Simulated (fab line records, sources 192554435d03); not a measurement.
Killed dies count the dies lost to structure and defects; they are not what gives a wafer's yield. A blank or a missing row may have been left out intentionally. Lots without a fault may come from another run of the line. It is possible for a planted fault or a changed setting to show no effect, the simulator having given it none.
The same fault as seen by 3 desks / flow n5-finfet / each desk holds nothing but its own numbers, with what lay behind them at the end
Where a reading is given only as a bound, like >300, the bound stands for it, and a mean or a difference that rests on one is marked > or <: the true number lies beyond.

== DESK OF THE TOOL OWNER: rie-si-04 ==
The tool's own readings at N5_SD_EPI_N_SD_RECESS_17 (chemistry HBr/Cl2/O2, target depth 41 nm, time 23.7 s, bt time 3 s): means of the sampled wafers that have a number, for each lot that ran on this tool. If a lot's mean is further than 4 standard deviations from the usual mean, the lot is out of limits and carries the mark OUT (the distance appears in the brackets).
Columns: A = drypump-motor-current-A at N5_SD_EPI_N_SD_RECESS_17, usual 5.6 A; B = oes-product-au at N5_SD_EPI_N_SD_RECESS_17, usual 1.009 a.u.; C = throttle-valve-pct at N5_SD_EPI_N_SD_RECESS_17, usual 37.2 %
lot=L279; first seen here=day 4 16:56; A=5.5; B=1.013; C=37.0
lot=L282; first seen here=day 5 08:04; A=5.7; B=1.011; C=37.1
lot=L283; first seen here=day 5 13:18; A=5.4; B=1.023; C=37.0
lot=L294; first seen here=day 8 08:46; A=5.8; B=1.026; C=37.1
Finding of this desk: none of the 4 lots has anything out of limits.

== THE DEFECT DESK ==
Per lot, the means of the sampled wafers with a number show what the inspections along the route counted. If a lot's mean is further than 4 standard deviations from the usual mean, the lot is out of limits and carries the mark OUT (the distance appears in the brackets).
Columns: A = raw-defect-count at N5_SD_EPI_N_INSPECT_26, usual 205; B = raw-defect-count at N5_SD_EPI_P_INSPECT_11, usual 2.0; C = raw-defect-count at N5_SD_EPI_P_INSPECT_26, usual 177; D = raw-defect-count at N5_SD_ACTIVATION_INSPECT_02, usual 176
lot=L273; first seen here=day 3 09:35; A=238; B=2.3; C=229; D=182
lot=L279; first seen here=day 4 20:57; A=159; B=1.3; C=147; D=147
lot=L281; first seen here=day 5 08:31; A=189; B=0.7; C=151; D=183
lot=L282; first seen here=day 5 11:33; A=319; B=>101 (>+66) OUT; C=354; D=357 (+4.1) OUT
lot=L283; first seen here=day 5 16:35; A=424 (+4.6) OUT; B=>100 (>+66) OUT; C=347; D=378 (+4.6) OUT
lot=L294; first seen here=day 8 12:01; A=227; B=1.0; C=172; D=169
lot=L295; first seen here=day 8 20:03; A=217; B=1.7; C=226; D=216
lot=L296; first seen here=day 9 00:43; A=261; B=1.7; C=236; D=229
This desk's finding: out of limits on L282, L283; first on L282, day 5 11:52 (raw-defect-count at N5_SD_EPI_P_INSPECT_11). L273, L279, L281, L294, L295, L296 stayed within limits.

== AT THE METROLOGY DESK ==
Means of the sampled wafers that have a number, per lot and without regard to the tool the lot ran on: this is what the gauges read. If a lot's mean is further than 4 standard deviations from the usual mean, the lot is out of limits and carries the mark OUT (the distance appears in the brackets). It has 11 readings; the 7 that lie furthest out on some lot are the ones shown.
Columns: A = cd-nm at N5_DUMMY_GATE_CD_MEAS_24, usual 15.3 nm; B = DIBL_N at N5_BEOL_M4_RC_MEAS_101, usual 35.9 mV/V; C = ION_N at N5_BEOL_M4_RC_MEAS_101, usual 672 uA/um; D = ION_P at N5_BEOL_M4_RC_MEAS_101, usual 461 uA/um; E = SS_N at N5_BEOL_M4_RC_MEAS_101, usual 71.4 mV/dec; F = SS_P at N5_BEOL_M4_RC_MEAS_101, usual 73.2 mV/dec; G = VT_P at N5_BEOL_M4_RC_MEAS_101, usual -250 mV
lot=L273; first seen here=day 2 23:37; A=15.1; B=34.8; C=681; D=475; E=71.2; F=73.1; G=-244
lot=L279; first seen here=day 4 14:44; A=14.8; B=36.1; C=679; D=465; E=71.3; F=73.6; G=-249
lot=L281; first seen here=day 4 23:50; A=14.9; B=35.9; C=680; D=459; E=70.8; F=73.4; G=-254
lot=L282; first seen here=day 5 05:51; A=15.6; B=35.8; C=666; D=458; E=71.1; F=72.6; G=-251
lot=L283; first seen here=day 5 11:22; A=15.8; B=34.6; C=660; D=457; E=70.9; F=72.6; G=-249
lot=L294; first seen here=day 8 06:00; A=15.2; B=37.7; C=677; D=465; E=71.5; F=73.4; G=-250
lot=L295; first seen here=day 8 14:05; A=15.4; B=35.3; C=673; D=458; E=71.6; F=73.7; G=-250
lot=L296; first seen here=day 8 18:17; A=15.0; B=36.4; C=673; D=459; E=71.1; F=73.6; G=-252
Finding of this desk: none of the 8 lots has anything out of limits.

== PUT TOGETHER ==
The defect desk could have raised an alarm at day 5 11:52, on L282, L283.
The tool owner's desk saw nothing out of limits.
From the metrology desk's view, nothing was out of limits.
The tool owner's desk has L282, L283 on record, within its limits.
The metrology desk has L282, L283 on record, within its limits.
On rie-si-04, each named lot ran N5_SD_EPI_N_SD_RECESS_17.

== WHAT THE SIMULATOR PUT IN ==
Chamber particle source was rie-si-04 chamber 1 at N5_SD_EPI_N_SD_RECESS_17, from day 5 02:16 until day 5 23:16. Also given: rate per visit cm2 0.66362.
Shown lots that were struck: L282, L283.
Hours from the fault's start to each desk's first reading out of limits: the defect desk, 10.
